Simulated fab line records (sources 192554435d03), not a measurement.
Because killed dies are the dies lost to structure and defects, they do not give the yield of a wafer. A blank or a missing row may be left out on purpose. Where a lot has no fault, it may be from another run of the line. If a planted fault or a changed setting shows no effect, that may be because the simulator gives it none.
Chamber matching -- flow n5 finfet -- rie diel-02 running N5_BEOL_M0_ETCH_138: 4 sister chambers
The step etches SiCN in CH3F/O2, target depth 12 nm, time 31.6 s. 18 wafers are shown with their chamber, then 9 later ones without.

WAFERS, EACH WITH ITS CHAMBER
wafer,chamber,showerhead plenum p Torr (Torr),throttle valve pct (%),oes product au (a.u.)
L076.1,1,2.01,16.29,0.66
L076.4,3,2.08,16.70,0.64
L076.6,0,1.93,16.25,0.67
L077.1,0,1.93,16.24,0.67
L077.4,3,2.08,16.70,0.65
L077.6,3,2.08,16.71,0.65
L080.1,1,2.00,16.29,0.66
L080.3,0,1.93,16.28,0.67
L080.5,3,2.08,16.72,0.64
L081.1,3,2.08,16.72,0.64
L081.2,2,1.90,16.78,0.61
L081.6,0,1.93,16.28,0.66
L089.1,1,2.00,16.33,0.64
L089.4,2,1.90,16.81,0.61
L089.6,3,2.07,16.76,0.63
L091.2,2,1.90,16.82,0.59
L091.5,0,1.92,16.30,0.64
L091.6,1,2.00,16.35,0.64

SIGNATURES (means of the wafers above)
reading,chamber 0,chamber 1,chamber 2,chamber 3,scatter within a chamber
showerhead plenum p Torr,1.9280,2.0025,1.9000,2.0783,0.00413
throttle valve pct,16.2700,16.3150,16.8033,16.7183,0.0246
oes product au,0.6620,0.6500,0.6033,0.6417,0.0108
Rule: a wafer lies at a distance from a chamber equal to the root of the sum of squares, over the readings, of (its reading less the chamber's mean, divided by the reading's scatter). The wafer belongs to the nearest chamber; if the next one is less than 2 further off, it can't be placed. The scatter is the square root of a quotient: the sum, over the shown wafers, of each reading's squared deviation from its chamber's mean, divided by wafers minus chambers.

WAFERS MISSING THEIR CHAMBER
wafer,showerhead plenum p Torr (Torr),throttle valve pct (%),oes product au (a.u.)
L092.3,1.90,16.81,0.60
L092.5,2.00,16.34,0.64
L092.6,1.92,16.32,0.65
L093.2,1.92,16.32,0.64
L093.3,2.07,16.78,0.62
L093.4,2.00,16.34,0.64
L095.2,2.07,16.77,0.62
L095.5,2.00,16.36,0.63
L095.6,1.92,16.35,0.64

CHAMBER TAKEN BY EACH
wafer,from the rows above,in truth
L092.3,2,2
L092.5,1,1
L092.6,0,0
L093.2,0,0
L093.3,3,3
L093.4,1,1
L095.2,3,3
L095.5,1,1
L095.6,0,0
9 of 9 placed correctly. Left unplaced by these rows: 0. Wrongly placed: 0.
